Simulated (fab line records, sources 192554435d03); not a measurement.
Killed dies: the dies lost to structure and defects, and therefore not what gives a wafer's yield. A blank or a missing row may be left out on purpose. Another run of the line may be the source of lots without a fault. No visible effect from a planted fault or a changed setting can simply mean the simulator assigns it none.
Problem report in the 8D (eight disciplines) form, filled by code / flow n5-finfet / the parts of the form that need people (team, actions taken, sign-off) are left out

1. PROBLEM STATEMENT
Mean of killed_at_M4_up at N5_PASSIVATION_PROBE_49: 1092 across 9 wafers in 3 lots; on wafers with no fault it is 14 (standard deviation 5.3). That is +99 or more standard deviations from the usual mean.
First seen on wafer L990.2, day 18 14:55, on prober-02. The record holds 12 wafers of 4 lots with a number at this step. The rule behind "out" and "out of limits": a value lying over 4 standard deviations away from the usual mean. All remaining wafers that have a number are taken as sound.

2. WHAT THIS IS AND IS NOT
question=which readings at this step; is=killed_at_M4_up, defect-limited-yield, killed-dies, killed-on-rim, sort_bin_5_function, sort-n-pass, sort-yield-pct; is not=killed-at-contacts, killed-at-front-end, sort_bin_8_speed
question=which lots; is=L989, L990, L992; is not=L977
question=which wafers of those lots; is=all that have a number; is not=-
question=read on which tools; is=prober-01, prober-02; is not=-
question=when; is=from day 18 14:55; is not=up to then (3 sound wafers)

3. THE SUSPECTS, EACH WITH WHAT RULES IT OUT
Counting: a tool at any process step up to the reading remains a suspect when it ran all the lots that are out and ran no sound lot after the first of those.
- rie-diel-01 at N5_BEOL_M7_VIA_ETCH_34 (etches SiCOH lowk in C4F6/O2, target depth 125.5 nm, time 50.5 s): kept. Every lot that is out went through it, starting with L990 (day 15 04:19), and after that it ran no sound lot; the last sound lot it ran before then is L977 (day 12 01:08).
- rie-diel-01 at N5_BEOL_M7_TRENCH_ETCH_37 (etches SiCOH lowk in C4F6/O2, target depth 93.478 nm, time 31.2 s): kept. Every lot that is out went through it, starting with L990 (day 18 14:55), and after that it ran no sound lot; the last sound lot it ran before then is L977 (day 15 00:38). Because N5_BEOL_M7_TRENCH_ETCH_37 lacks a start for some lots, the hours and order of its lots are taken from N5_PASSIVATION_PROBE_49.
Remaining after the count are rie-diel-01 at N5_BEOL_M7_VIA_ETCH_34 and rie-diel-01 at N5_BEOL_M7_TRENCH_ETCH_37.

4. THE CAUSE (what the simulator had put in)
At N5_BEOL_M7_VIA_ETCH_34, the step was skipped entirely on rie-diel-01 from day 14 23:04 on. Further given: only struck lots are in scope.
Of the 2 suspects that counting leaves, this tool is one.

5. THE CHAIN OF EFFECTS, in route order
Rows list readings where the struck wafers' mean (over those with a number) sits beyond 3 standard deviations from the usual. Readings are gone through only where the record gives a usual standard deviation; hours: the median, over the lots, of the time from a lot's start at the first step in this table giving one to that lot's start at this step; sigmas: the change measured in usual standard deviations.
hours=0; step=N5_PASSIVATION_PROBE_49; reading=defect-limited-yield; usual=91.4 %; on struck wafers=0.0; change=-91.4; sigmas=-61
hours=0; step=N5_PASSIVATION_PROBE_49; reading=killed_at_M4_up; usual=14; on struck wafers=1092; change=+1078; sigmas=+99 or more
hours=0; step=N5_PASSIVATION_PROBE_49; reading=killed-dies; usual=102; on struck wafers=1180; change=+1078; sigmas=+63
hours=0; step=N5_PASSIVATION_PROBE_49; reading=killed-on-rim; usual=13; on struck wafers=152; change=+139; sigmas=+37
hours=0; step=N5_PASSIVATION_PROBE_49; reading=sort_bin_5_function; usual=5.1 %; on struck wafers=96.5; change=+91.4; sigmas=+96
hours=0; step=N5_PASSIVATION_PROBE_49; reading=sort-n-pass; usual=1078; on struck wafers=0; change=-1078; sigmas=-60
hours=0; step=N5_PASSIVATION_PROBE_49; reading=sort-yield-pct; usual=91.3 %; on struck wafers=0.0; change=-91.3; sigmas=-61
Process steps it contains:
- N5_PASSIVATION_PROBE_49
Readings that are blank on the struck wafers while sound wafers have them: C4F6_flow_sccm at N5_BEOL_M7_VIA_ETCH_34; O2_flow_sccm at N5_BEOL_M7_VIA_ETCH_34; drypump-motor-current-A at N5_BEOL_M7_VIA_ETCH_34; oes_o_777_au at N5_BEOL_M7_VIA_ETCH_34; oes-product-au at N5_BEOL_M7_VIA_ETCH_34; rf-vpp-V at N5_BEOL_M7_VIA_ETCH_34; showerhead-plenum-p-Torr at N5_BEOL_M7_VIA_ETCH_34; throttle-valve-pct at N5_BEOL_M7_VIA_ETCH_34.

6. WHAT WOULD HAVE CAUGHT IT SOONER
First out-of-limits reading in this record: day 18 14:55, which is 88 hours after fault onset at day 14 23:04.
At N5_BEOL_M7_VIA_ETCH_34 the tool's readings are blank on the struck wafers, where sound wafers have them: an empty tool record is the first sign, and it was there at once.
Lots out: 3; all had begun N5_BEOL_M7_VIA_ETCH_34 on rie-diel-01 by day 18 14:55. Tool hold at that time: it would have spared none of them.
